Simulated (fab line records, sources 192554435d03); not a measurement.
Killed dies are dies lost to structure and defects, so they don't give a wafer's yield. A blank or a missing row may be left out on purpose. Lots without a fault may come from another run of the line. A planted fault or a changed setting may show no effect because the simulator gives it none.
fab line records | flow n5_finfet
record lots=4 wafers=12 last_day=18
route steps=1938 shown BEOL_M1@751 BEOL_M4@1111 PASSIVATION@1936
lots that met no fault: from a run of the same line without faults
start_h: hours from the record's first day to the start of the lot's first wafer shown | wait_h: hours since the lot's step before | " the same as in the row above | L1.1+2: a row that stands for several wafers | - no value, or no start given | * or withheld: withheld | < > ~ a bound
route shown NAME@n: a module of which the file shows steps, and the number in the route of the first | usual: mean/standard deviation of fault-free wafers | same: alike in all rows | chamber/n: place in a boat | sites: the reading at each site | _std_site: their standard deviation | _edge_site: outer sites' mean less inner sites' | radius_mm: how far each site lies from the wafer's centre | mask NAME#n: copy n | behind: the tool/chamber that last shaped the wafer | hold: why the lot was held/for how many hours/how that ended | device: the transistor (n, p or np) that didn't switch | end of line: the same wafers' tests at the end of the route | a step without rows: its recipe alone | killed: dies lost to structure and defects at the first sort, not the wafer's yield | map: a wafer's dies, x killed, . not, _ none there
set.NAME: the setting as run; set.NAME@STEP: as run at that earlier step | model.NAME: the simulator's own value behind a step, which no gauge read
lots at some steps of the route; a table a step, a row a wafer
services: from which hour (start_h, from the record's first day; less than 0 if before it) a tool's chamber was out of use, for how many hours, and why
## steps
# step N5_BEOL_M1_ILD_DEP_00
# recipe material=SiOC target_thk_a=790 temp_c=350 precursor=DEMS/O2 pressure_torr=5 rf_w=500 time_s=15.3
# step N5_BEOL_M1_PECVD_72
# recipe material=SiO2 target_thk_a=160 temp_c=400 precursor=TEOS/O2 pressure_torr=5.5 rf_w=450 teos_flow_sccm=53.8 gas=O2 flow_sccm=3000 time_s=18
# step N5_BEOL_M1_HM_DEP_02
# recipe material=TiN target_thk_a=200 temp_c=25 chamber_pressure_pa=0.49996
# step N5_BEOL_M1_COAT_61
# recipe resist=SOC temp_c=250 time_s=60 spin_rpm=1500 resist_thk_nm=60
# step N5_BEOL_M1_COAT_62
# recipe resist=SiARC temp_c=220 time_s=60 spin_rpm=1500 resist_thk_nm=12
# step N5_BEOL_M1_COAT_73
# recipe resist=underlayer temp_c=205 time_s=60 spin_rpm=1500 resist_thk_nm=5
# step N5_BEOL_M1_COAT_05
# recipe resist=CAR-EUV spin_rpm=1500 resist_thk_nm=30
# step N5_BEOL_M1_EBR_07
# recipe solvent=PGMEA ebr_width_mm=1.5
# step N5_BEOL_M1_SOFTBAKE_06
# recipe temp_c=110 time_s=60 resist=CAR-EUV
# step N5_BEOL_M1_EXPOSE_08
# recipe mask_id=M1 na=0.33 source_shape=dipole sigma_inner=0.369 sigma_outer=0.767 polarization=unpolarized dose_mj=33
# same na=0.33 sigma_inner=0.369
# columns lot.wafer tool chamber start_h wait_h mask
L416.1+2+5 euv_scanner-02 0 133.81 - M1#0
L419.1+3+6 euv_scanner-01 0 152.65 - M1#0
L431.2+3+4 euv_scanner-01 0 225.96 - M1#0
L437.4+5+6 euv_scanner-01 0 265.52 - M1#0
# step N5_BEOL_M1_PEB_09
# recipe peb_temp_c=100 peb_time_s=60 resist=CAR-EUV
# step N5_BEOL_M1_DEVELOP_10
# recipe develop_time_s=30 developer=TMAH resist=CAR-EUV rinse_liquid=surfactant_rinse dry=air_spin dev_temp_c=23
# step N5_BEOL_M1_DESCUM_16
# recipe chemistry=O2 time_s=7 source_power_w=50 bias_power_w=20 pressure_mtorr=20 rf_frequency_hz=2.712e+07 temp_c=40 resist=CAR-EUV o2_flow_sccm=225
# step N5_BEOL_M1_ETCH_74
# recipe chemistry=N2/H2 target=underlayer target_depth_a=65 mask_material=CAR-EUV time_s=5.2 ion_energy_ev=200 pressure_mtorr=30 source_w=840 bias_w=150 n2_flow_sccm=200 h2_flow_sccm=200 ends=cleared
# usual drypump_motor_current_A=5.6/0.48 etch_rf_on_time_s=5.24/0.16 oes_product_au=0.65/0.065 rf_vpp_V=523.4/2.7 showerhead_plenum_p_Torr=2.53/0.088 throttle_valve_pct=18.0/0.32
# columns lot.wafer tool chamber start_h wait_h drypump_motor_current_A etch_rf_on_time_s oes_product_au rf_hours_counter_h rf_vpp_V showerhead_plenum_p_Torr throttle_valve_pct model.BEOL_M1.cd_offset_nm
L416.1 rie_diel-04 0 134.23 0.0 5.6 5.34 0.60 237 522.4 2.51 18.4 0.2
L416.2 " 2 " " 6.1 5.33 0.59 209 526.1 2.65 18.4 0.2
L416.5 " 3 " " 5.3 5.18 0.62 - 525.4 2.66 17.9 0
L419.1 rie_diel-04 1 153.04 0.0 6.5 5.24 0.67 100 524.2 2.56 17.5 -0.2
L419.3 " 2 " " 6.1 5.38 0.58 215 526.2 2.65 18.5 0
L419.6 " 1 " " 6.5 5.23 0.67 - 524.6 2.56 17.5 0
L431.2 rie_diel-02 3 226.47 0.0 5.1 5.03 0.66 145 523.5 2.43 18.2 -0.6
L431.3 " 2 " " 5.8 5.47 0.56 240 522.3 2.52 17.8 -0.6
L431.4 " 1 " " 5.9 5.16 0.70 82 522.0 2.46 17.5 -0.2
L437.4 rie_diel-04 3 265.79 0.0 5.3 5.15 0.59 233 526.1 2.64 18.0 0
L437.5 " 2 " " 6.2 5.17 0.58 - 524.6 2.63 18.5 -0.2
L437.6 " 1 " " 6.5 5.19 0.64 - 524.0 2.55 17.6 -0.2
# step N5_BEOL_M1_ETCH_63
# recipe chemistry=CF4 target=SiARC target_depth_a=156 mask_material=CAR-EUV time_s=26 ion_energy_ev=80 pressure_mtorr=40 source_w=545 bias_w=36 Ar_flow_sccm=100 cf4_flow_sccm=100 ends=cleared
# step N5_BEOL_M1_ETCH_64
# recipe chemistry=N2/H2 target=SOC target_depth_a=750 overetch_a=150 mask_material=SiARC temp_c=40 time_s=112.5 ion_energy_ev=200 pressure_mtorr=30 source_w=840 bias_w=150 n2_flow_sccm=200 h2_flow_sccm=200
# step N5_BEOL_M1_STRIP_65
# recipe chemistry=N2/H2 temp_c=40 n2_flow_sccm=200 h2_flow_sccm=200 rf_frequency_hz=6e+07
# step N5_BEOL_M1_STRIP_75
# recipe chemistry=N2/H2 temp_c=40 n2_flow_sccm=200 h2_flow_sccm=200 rf_frequency_hz=6e+07
# step N5_BEOL_M1_STRIP_66
# recipe chemistry=CF4 resist=SiARC power_w=300 bias_power_w=75 pressure_mtorr=50 cf4_flow_sccm=150 rf_frequency_hz=6e+07
# step N5_BEOL_M1_HM_OPEN_17
# recipe chemistry=Cl2/BCl3 target_depth_a=200 overetch_a=60 target=TiN mask_material=SOC ion_energy_ev=150 pressure_mtorr=10 icp_w=1000 bias_w=126 Cl2_flow_sccm=53.25 bcl3_flow_sccm=21.75 Ar_flow_sccm=25
# usual bcl3_flow_sccm=21.76/0.069 drypump_motor_current_A=5.6/0.45 oes_product_au=0.64/0.096 throttle_valve_pct=22.08/0.28
# columns lot.wafer tool chamber start_h wait_h bcl3_flow_sccm drypump_motor_current_A oes_product_au rf_hours_counter_h throttle_valve_pct model.BEOL_M1.cd_offset_nm
L416.1 rie_metal-01 1 134.45 0.0 21.70 5.9 0.71 20 22.17 0.4
L416.2 " 0 " " 21.79 6.4 0.51 139 22.17 0.4
L416.5 " 0 " " 21.77 6.4 0.51 - 22.18 -0.4
L419.1 rie_metal-02 0 153.25 0.0 21.89 5.8 0.56 104 22.46 -0.2
L419.3 " 0 " " 21.76 5.8 0.55 - 22.47 -0.2
L419.6 " 0 " " 21.81 5.8 0.56 - 22.48 -0.4
L431.2 rie_metal-01 0 226.68 0.0 21.70 6.4 0.79 3 22.08 -1
L431.3 " 1 " " 21.70 5.9 0.67 - 22.21 -0.6
L431.4 " 0 " " 21.71 6.4 0.78 - 22.10 -0.4
L437.4 rie_metal-02 1 266.03 0.1 21.87 5.4 0.73 - 21.88 -0.4
L437.5 " 0 " " 21.70 5.7 0.54 - 22.49 -0.2
L437.6 " 1 " " 21.75 5.5 0.72 - 21.90 0
# step N5_BEOL_M1_STRIP_19
# recipe chemistry=O2 power_w=400 temp_c=40 pressure_mtorr=30 rf_frequency_hz=6e+07 bias_power_w=0 overash_fraction=0.2 o2_flow_sccm=225
# step N5_BEOL_M1_COAT_67
# recipe resist=SOC temp_c=250 time_s=60 spin_rpm=1500 resist_thk_nm=60
# step N5_BEOL_M1_COAT_68
# recipe resist=SiARC temp_c=220 time_s=60 spin_rpm=1500 resist_thk_nm=12
# step N5_BEOL_M1_COAT_76
# recipe resist=underlayer temp_c=205 time_s=60 spin_rpm=1500 resist_thk_nm=5
# step N5_BEOL_M1_COAT_22
# recipe resist=CAR-EUV spin_rpm=1500 resist_thk_nm=30
# step N5_BEOL_M1_EBR_24
# recipe solvent=PGMEA ebr_width_mm=1.5
# step N5_BEOL_M1_SOFTBAKE_23
# recipe temp_c=110 time_s=60 resist=CAR-EUV
# step N5_BEOL_M1_EXPOSE_25
# recipe mask_id=V0 na=0.33 source_shape=quasar sigma_inner=0.2 sigma_outer=0.8 polarization=unpolarized defocus_nm=5 target_cd_nm=24 dose_mj=63
# step N5_BEOL_M1_PEB_26
# recipe peb_temp_c=100 peb_time_s=60 resist=CAR-EUV
# step N5_BEOL_M1_DEVELOP_27
# recipe develop_time_s=30 developer=TMAH resist=CAR-EUV rinse_liquid=surfactant_rinse dry=air_spin dev_temp_c=23
# step N5_BEOL_M1_DESCUM_33
# recipe chemistry=O2 time_s=7 source_power_w=50 bias_power_w=20 pressure_mtorr=20 rf_frequency_hz=2.712e+07 temp_c=40 resist=CAR-EUV o2_flow_sccm=225
# step N5_BEOL_M1_ETCH_77
# recipe chemistry=N2/H2 target=underlayer target_depth_a=65 mask_material=CAR-EUV time_s=5.2 ion_energy_ev=200 pressure_mtorr=30 source_w=840 bias_w=150 n2_flow_sccm=200 h2_flow_sccm=200 ends=cleared
# step N5_BEOL_M4_RC_MEAS_101
# usual DIBL_N=35.4/2.1 DIBL_P=34.8/2.6 IOFF_N=0.15/0.037 IOFF_P=0.19/0.037 ION_N=677/16 ION_P=462/9.3 SS_N=71.4/0.75 SS_P=72.9/0.77 VT_N=250/3.7 VT_P=-251/3.5
# columns lot.wafer tool chamber start_h wait_h DIBL_N[mV/V] DIBL_P[mV/V] IOFF_N[nA/um] IOFF_P[nA/um] ION_N[uA/um] ION_P[uA/um] SS_N[mV/dec] SS_P[mV/dec] VT_N[mV] VT_P[mV]
L416.1 prober-02 0 183.59 0.0 31.6 28.4 0.09 0.16 664 473 70.1 72.4 255 -252
L416.2 " 0 " " 35.5 33.2 0.14 0.21 680 470 71.0 72.9 250 -249
L416.5 " 0 " " 34.3 31.4 0.13 0.18 680 463 70.9 72.7 248 -249
L419.1 prober-02 0 200.79 0.0 36.0 33.9 0.17 0.18 674 453 72.1 73.6 247 -253
L419.3 " 0 " " 33.0 32.1 0.12 0.16 663 454 71.1 72.6 253 -252
L419.6 " 0 " " 34.7 34.8 0.16 0.20 696 471 71.1 73.2 246 -249
L431.4 prober-01 0 279.30 0.5 38.2 35.7 0.21 0.19 662 452 73.7 72.4 251 -252
L437.4 prober-01 0 327.77 0.5 34.0 33.9 0.13 0.20 675 474 70.4 71.8 249 -246
L437.5 " 0 " " 33.2 32.4 0.12 0.19 665 467 70.2 71.5 251 -248
L437.6 " 0 " " 35.3 34.1 0.14 0.19 678 465 72.1 72.5 252 -249
# step N5_PASSIVATION_PROBE_49
# usual defect_limited_yield=90.5/1.7 killed_at_M0_to_M3=37/12 killed_at_M4_up=14/5.2 killed_at_contacts=12/5.9 killed_at_front_end=45/14 killed_at_other=3.5/2.8 killed_dies=112/21 killed_on_rim=15/4.5 killed_open=73/15 killed_short=36/8.9 sort_bin_5_function=5.6/1.2 sort_bin_6_memory=3.5/0.68 sort_n_pass=1068/21 sort_yield_pct=90.5/1.8
# same gross_dies=1180 killed_at_back_side=0 sort_bin_4_leakage[%]=0 sort_bin_8_speed[%]=0
# columns lot.wafer tool chamber start_h wait_h defect_limited_yield[%] killed_at_M0_to_M3 killed_at_M4_up killed_at_contacts killed_at_front_end killed_at_other killed_dies killed_on_rim killed_open killed_short sort_bin_5_function[%] sort_bin_6_memory[%] sort_n_pass sort_yield_pct[%]
L431.2 prober-01 - 379.96 0.6 14.6 938 15 7 42 6 1008 126 64 19 58.2 19.4 172 14.6
L431.3 prober-01 - 380.01 0.7 28.5 759 8 6 65 6 844 124 82 33 43.5 22.7 336 28.5
L431.4 prober-01 - 380.06 0.7 90.8 44 12 9 35 8 108 14 60 40 5.5 3.2 1072 90.8
L437.4 prober-01 - 436.54 0.2 90.3 51 16 19 27 1 114 16 69 31 4.8 4.3 1066 90.3
L437.5 prober-01 - 436.59 0.2 47.4 553 21 12 35 0 621 85 67 29 31.9 17.6 559 47.4
L437.6 prober-01 - 436.64 0.3 72.5 258 18 22 26 0 324 54 79 34 15.5 10.8 856 72.5
# killed by level:class
L431.2 BEOL_M1:area_expose=924 FIN_SAQP:geometric_particle:open=12 STI_FIN_REVEAL:geometric_particle:open=7 BEOL_M4:geometric_particle:open=6 STARTING-WAFER:geometric_particle:open=6 GATE_CUT:geometric_particle:short=4 MOL_CONTACT_COAG:geometric_particle:open=4 BEOL_M2:geometric_particle:open=4
L431.3 BEOL_M1:area_expose=729 STI_FIN_REVEAL:geometric_particle:open=32 FIN_SAQP:geometric_particle:open=7 BEOL_M3:geometric_particle:open=6 BEOL_M0_SAQP:geometric_particle:short=6 BEOL_M1:geometric_particle:open=6 STI_FIN_REVEAL:geometric_particle:short=5 BEOL_M2:geometric_particle:open=5
L431.4 STI_FIN_REVEAL:geometric_particle:open=9 BEOL_M3:geometric_particle:open=8 MOL_CONTACT_COAG:geometric_particle:open=7 FIN_SAQP:geometric_particle:open=6 BEOL_M0_SAQP:geometric_particle:short=6 BEOL_M2:geometric_particle:open=6 BEOL_M1:area_expose=6 BEOL_M0_SAQP:geometric_particle:open=5
L437.4 MOL_CONTACT_COAG:geometric_particle:open=15 BEOL_M0_SAQP:geometric_particle:open=14 BEOL_M1:area_expose=10 BEOL_M0_SAQP:geometric_particle:short=9 BEOL_M1:geometric_particle:open=6 BEOL_M4:geometric_particle:open=5 DUMMY_GATE:geometric_particle:open=4 MOL_CONTACT_COAG:geometric_particle:short=4
L437.5 BEOL_M1:area_expose=522 BEOL_M0_SAQP:geometric_particle:short=15 MOL_CONTACT_COAG:geometric_particle:open=9 FIN_SAQP:geometric_particle:open=9 GATE_CUT:geometric_particle:open=8 BEOL_M4:geometric_particle:open=8 BEOL_M0_SAQP:geometric_particle:open=6 FIN_SAQP:geometric_particle:short=4
L437.6 BEOL_M1:area_expose=207 BEOL_M0_SAQP:geometric_particle:open=19 MOL_CONTACT_COAG:geometric_particle:open=17 BEOL_M0_SAQP:geometric_particle:short=13 BEOL_M4:geometric_particle:open=9 BEOL_M2:geometric_particle:open=8 STI_FIN_REVEAL:geometric_particle:open=7 FIN_SAQP:geometric_particle:open=5
# map L431.2 (x killed, . not)
_________________.xx.xxxxxx.x________________
______________xxxxxxx.xxxxxxxx.x_____________
___________xx.xxxxx.xxxx.x.xxxxxxxx__________
__________x.xxx.xxxxxxxxxxxxxxxx.x.x_________
________xxxxxxxxxxxxx.xxxxxxxxxx.xxxxx_______
_______xxxxx.xxx.x.xxxxxxxx.x..xxxx..xx______
______xx.xxx.x..xxxxx.xxxxxx.xx.xxxxxxx._____
_____x.xxxxxxxxxx.xxx.xxx.xxxxxxxxxxxxxxx____
____xxx.xxxxxxxxx.xxx.xxxxx.xxxx.x..xxxxxx___
___xxxxxxxxxxxxxxxxxxx.xxxxxxxxxxxxxxx.xx.x__
___xxxxxxxx.xxxxxxxxxxxxxxx.xxxx.xxxxxxxxxx__
__.xx.xx.xxxx.xxxxxxxxxxxxxxxxx.xx.xx..x.xxx_
__.xxxxx..x.x.xxxxxxxxxxxxxxxxxxxxxxx.xxx.xx_
_xxxxx.xxxx.xxxxxxxx.xxxx.xxxx.xxxxxxxxxxxxxx
_x.xxxxxxxx.xxxx.xxx..xxxxx..xxxxxxxxxxxxxxx.
_xxxxxx.xx.xxxxxxx.xxxxx..x.xxxxxxxxxxxxxxxxx
_xxxxxxxxxxxxxxxxxxxxxxxxxx.xxxxxx.xx.xxxxxxx
_xxxxxxxxxxxxx.xxx.x.xxxxxxxxxxxxxxxxxxxxxxxx
_xxx.xxxxxx..xxx.xxxxxxxxxxx.x.xxxxxxx.xxx.xx
_.xx.xxx.xxxxxxxxxxx.xxxx.xxx..xxxx.xxxxxx.x.
_xxxxxxxxxxxxxxxxx..xxxxx.xxxxxx.xxxxxxxxxxxx
__xxx.xxx.x.x.x.xxx.xxxxxxxxxxxxxxxxxxxxxx.x_
__xxx.xxxx.xxx.xxxxxxxxxxx.xxxxxxxxx.xxx.x.._
___xxxxxxxxxxxxxxxxxxxxxxxxx.xxx.xxxxxxxxxx__
___xxxxxxxxxxxx.xxxxxxxx.xx.xx.x.xxxxxxxx.x__
____xx.xxx.xxx.xx.xx.x.xxxxx.xx..xxxxxxxx.___
_____x.xxxx.xxxxxxxxxxxxxxxxxxxxxxxxxxxx.____
______xxxx.x.xxxxxxx.xxxxxxxx..xxxxxx.xx_____
_______xxxx.x.xxx.xxxxxx.xxxx.xxxxxxxxx______
________xxxxxxxxxxxxxxxxx.xxx.xxxxxxxx_______
__________xxx.xxxxxx.xxxxxxxxxxxx.xx_________
___________.xxxxxxxxxxxxx..x.xxxxx.__________
______________xxxxxxxxxxxx.xxxxx_____________
_________________x.xx.xxx.xxx________________
# map L437.5 (x killed, . not)
_________________x...xx.xxxxx________________
______________.xxx.xxx...xx..xx._____________
___________x.xxx.x.x.x.xxx.x.x..x.x__________
__________xx.x.x.x.xx...x..x..x..x.x_________
________x..xxxx..xx.x.x.......x...xx.x_______
_______x.x.xxxx.x.x.xxxxxxx..xxx..xx..x______
______.x.xx.x.xx....x.xxxx...xxxxx.xx.xx_____
_____x..xxx..x.x.xx...x..xxx.xx.x.x.xxx.x____
____xx....xxxxx.x...x...x.xx.x........xx.x___
___.xxxx.x..xx.x.xx.xxxxx.xx..x...xx.xx....__
___x.x.xxx..x.xx..x.x.x..x.x...xxxx.x.x....__
__.xx..xx....xx.xx...x...x.........x.xxx...x_
__x.x..x.xx.x.x.x.x.xxxxxx.x...xxx..x.x.x..._
_x.x.xx.x.x.xxxxxxxx.xxxxxxx.x.x..xxx.xxxxx.x
_xx..xxx.xxxx..xx..xxxxx..xx...x.x.xxxx...x..
_.xx....x.x..xx.x..x.xx..xxxx......x.xxxxx.x.
_..xx..xx....x.xxx..x.xx..xx.xxxxxx..xx.xx..x
_xxxx..x..x.xx.x.xxxxx...xx.x...xx.x......x..
_xx.xx.x.xxx.xxxxx..x..x.xxxx.xx.xx.xxx.xxxxx
_.x.x...xx.xx.x..xxx..x.x....xx..x.xx.x..x.xx
_xx.xx.x.xxxxx....x.x.xxx.xx.x.x.x...x.xx....
__x.x.......x.x......xxxx.x..x..xx..xxxx.xxx_
__x....xx.xxx.....x.xx.xx..xxxx..x.xx.x..xxx_
___x.x....x.xx.xx.x.x.......x...x..xxxxx..x__
___xxxx.x.x.xx.......x.xxx.xxxxx.xxx.xx.x.x__
____x......xxx......xxxxxxxxx....xx.xxx..x___
_____.x..xx.xxx.xx....xxx......x..x..xx.x____
______xx.xxx.xxxx..x.x.x.xx.xxxxx.x.x.xx_____
_______xx.x.x..xxxx.xxxx.x..xxx.xx.x...______
________x.xxx.x..xxxxx.x.xx.x.x.x.xxx._______
__________..x.xx...xx.xxx.xxx.xx..xx_________
___________.x..x..xx........x...x.x__________
______________..x..xx..x...xx..._____________
_________________...xxx...x.x________________
## services
# columns tool chamber start_h hours kind
euv_scanner-02 - 122.40 4.6 pm
rie_metal-01 - 128.06 0.1 repair
euv_scanner-02 - 134.03 1.0 pm
euv_scanner-01 - 135.33 1.0 pm
rie_diel-04 0 138.95 5.4 repair
euv_scanner-02 - 148.81 0.5 repair
rie_metal-01 0 163.88 - clean
rie_metal-01 0 163.88 36.8 scheduled_down
rie_diel-02 1 177.11 5.9 repair
rie_diel-04 0 186.86 - clean
rie_diel-04 0 186.86 - consumable_replace:focus_ring
rie_diel-04 0 186.86 14.6 scheduled_down
rie_diel-04 0 186.86 14.6 vent_cycle
euv_scanner-02 - 190.18 1.0 pm
euv_scanner-01 - 191.48 1.0 pm
rie_diel-02 3 191.84 6.5 repair
rie_diel-04 2 198.53 2.8 repair
euv_scanner-02 - 219.64 13.5 repair
euv_scanner-01 0 224.71 - calibration
rie_diel-02 3 243.66 9.1 repair
euv_scanner-02 - 246.33 1.0 pm
euv_scanner-01 - 247.63 1.0 pm
rie_diel-02 2 249.10 3.6 repair
euv_scanner-02 - 260.00 5.8 pm
## key
first_sign step=N5_PASSIVATION_PROBE_49 reading=killed_at_M0_to_M3 direction=up sigmas=33 usual=37 struck=434 wafers_moved=4
effect step=N5_PASSIVATION_PROBE_49 reading=killed_dies direction=up sigmas=19 usual=112 struck=503 wafers_moved=4
model_effect step=N5_BEOL_M1_ETCH_74 value=BEOL_M1.cd_offset_nm without=-0.1 struck=-0.3
model_effect step=N5_BEOL_M1_HM_OPEN_17 value=BEOL_M1.cd_offset_nm without=-0.1333 struck=-0.4333
more_kills_born_at N5_BEOL_M1_EXPOSE_08@euv_scanner-01=2398
met_at N5_BEOL_M1_EXPOSE_08
struck_wafers L431.2,L431.3,L431.4,L437.4,L437.5,L437.6
later_rows_left_out L431.2,L431.3
loop_trim step=N5_BEOL_M1_EXPOSE_08 setting=dose lots=L437
onset_between 152.65 225.96
also_fits time
fault kind=process_parameter_drift tool=euv_scanner-01 chamber=- onset_h=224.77 steps=N5_BEOL_M1_EXPOSE_08 channel=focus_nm offset=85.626 spread_by_wafer=0.3 shape=step
# later_rows_left_out: the simulator's readings of these wafers behind a module that went badly wrong aren't trusted and aren't shown, but for the sort
# loop_trim: a control loop set the setting to another value than it would have without faults
